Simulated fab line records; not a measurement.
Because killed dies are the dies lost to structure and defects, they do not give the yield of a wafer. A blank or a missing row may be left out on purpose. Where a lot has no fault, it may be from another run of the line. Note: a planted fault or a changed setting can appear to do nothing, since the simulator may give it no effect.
Lot-split experiment | flow n5 finfet | 7 lots, 21 wafers read, on a route of 1938 steps

== THE SPLIT ITSELF ==
At N5_SD_EPI_N_EPI_21 (deposits Si:P, time 690 s), the setting epi growth time s was moved away from the recipe's 690 s on 7 of the 21 wafers read, by -6.6% to +5.7%. For the rest of the wafers, this setting stayed at what the recipe calls for.

== FROM THE SPLIT TO THE READING: what the file shows between them, 8 steps ==
- N5_SD_EPI_N_PRECLEAN_24: cleans in O3/DIW, time 60 s
- N5_SD_EPI_P_HM_STRIP_48: strips SiNx in H3PO4, material SiNx, target depth 3 nm
- N5_SD_EPI_P_SRD_49: time 30 s
- N5_SD_EPI_P_PRECLEAN_24: cleans in O3/DIW, time 45 s
- N5_SD_EPI_P_PRECLEAN_32: cleans in dHF, time 10 s
- N5_SD_EPI_P_PRECLEAN_33: cleans in SC2, time 45 s
- N5_SD_ACTIVATION_RTA_00: time 0 s
- N5_SD_ACTIVATION_LSA_01: time 0.0008 s

== THE READING ==
RS_SD_N, in ohm/sq, at N5_SD_ACTIVATION_RS_MEAS_03 (measures by four-point-probe). Fault-free wafers of this fab line usually give 21.91 ohm/sq, standard deviation 0.25 ohm/sq.

wafer  | tool, chamber at the split | epi growth time s as run, s | against the recipe | RS_SD_N, ohm/sq | against lot-mates on the recipe
L075.3 | epi rpcvd-01, 0            | 663.7                       | -3.8%              | 22.11           | no lot-mate on the recipe
L075.5 | epi rpcvd-01, 0            | 663.7                       | -3.8%              | 22.25           | no lot-mate on the recipe
L075.6 | epi rpcvd-01, 0            | 663.7                       | -3.8%              | 22.27           | no lot-mate on the recipe
L077.1 | epi rpcvd-03, 0            | 690                         | recipe             | 22.37           | -
L077.2 | epi rpcvd-03, 0            | 657.4                       | -4.7%              | 22.61           | +0.39
L077.6 | epi rpcvd-03, 0            | 690                         | recipe             | 22.07           | -
L080.1 | epi rpcvd-04, 0            | 729.3                       | +5.7%              | 21.66           | -0.52
L080.3 | epi rpcvd-04, 0            | 690                         | recipe             | 22.18           | -
L080.6 | epi rpcvd-04, 0            | 729.3                       | +5.7%              | 21.22           | -0.96
L083.1 | epi rpcvd-03, 0            | 690                         | recipe             | 21.46           | -
L083.3 | epi rpcvd-03, 0            | 690                         | recipe             | 21.33           | -
L083.6 | epi rpcvd-03, 0            | 690                         | recipe             | 21.60           | -
L090.3 | epi rpcvd-03, 0            | 690                         | recipe             | 21.43           | -
L090.5 | epi rpcvd-03, 0            | 690                         | recipe             | 21.71           | -
L090.6 | epi rpcvd-03, 0            | 690                         | recipe             | 21.70           | -
L091.2 | epi rpcvd-03, 0            | 690                         | recipe             | 21.94           | -
L091.5 | epi rpcvd-03, 0            | 690                         | recipe             | 21.84           | -
L091.6 | epi rpcvd-03, 0            | 690                         | recipe             | 21.99           | -
L095.2 | epi rpcvd-03, 0            | 644.3                       | -6.6%              | 22.87           | +0.86
L095.3 | epi rpcvd-03, 0            | 690                         | recipe             | 22.08           | -
L095.6 | epi rpcvd-03, 0            | 690                         | recipe             | 21.95           | -

FIT RESULTS
A straight line over all 21 wafers: RS_SD_N changes by -0.108 ohm/sq for each +1% of epi growth time s; r = -0.75; the points scatter about the line by 0.29 ohm/sq.
The same after taking each lot's own level away (the mean of its wafers on the recipe; 18 wafers): -0.122 ohm/sq for each +1%; r = -0.93; scatter 0.13 ohm/sq.
On that fit, the largest move of epi growth time s shifts the reading by 0.81 ohm/sq.
The lots' own levels span 21.463 to 22.220 ohm/sq, that is 3.0 times the standard deviation above.
So the lot-to-lot level blurs the effect unless lot-mates are compared.
Check: +0.752 ohm/sq against its lot-mates is what the line predicts for one of the wafers moved furthest among these (-6.6%) when that wafer is left out of the fit. Against them it came out at +0.855 ohm/sq.

== OTHER SPLITS ON THESE WAFERS ==
Before the reading, these wafers also passed through other splits. Each is held against what the fit with the lots' levels taken away leaves over:
other split on the same wafers  | wafers away from the commonest value | r with RS_SD_N (lot level and that fit taken away)
N5_ZERO_LAYER_PECVD_02 time s   | 6                                    | -0.13
N5_ZERO_LAYER_EXPOSE_08 dose mj | 5                                    | -0.14
N5_WELL_APT_PEB_23 peb temp c   | 6                                    | +0.01
N5_FIN_SAQP_FIN_ETCH_36 icp w   | 6                                    | +0.29
N5_DUMMY_GATE_HM_DEP_06 time s  | 9                                    | +0.08

== THE WHOLE CHAIN: every reading that the file lists as answering this split, in the file's order ==
step                        | what it does                 | reading                                                                         | change (the file's fit)               | r (the file's)
N5_SD_EPI_N_EPI_21          | deposits Si:P, time 690 s    | Si-P_of_SD_EPI_N_EPI_21.thk nm (the simulator's own value, which no gauge read) | +0.324 nm for each +1% of the setting | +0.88
N5_SD_EPI_P_PRECLEAN_24     | cleans in O3/DIW, time 45 s  | Si-P_of_SD_EPI_N_EPI_21.thk nm (the simulator's own value, which no gauge read) | +0.335 nm for each +1% of the setting | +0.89
N5_SD_ACTIVATION_RS_MEAS_03 | measures by four-point-probe | RS_SD_N                                                                         | -0.119 for each +1% of the setting    | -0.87

== FILE'S OWN FIT ==
RS_SD_N changes by -0.119 ohm/sq for each +1% of epi growth time s, r = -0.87.
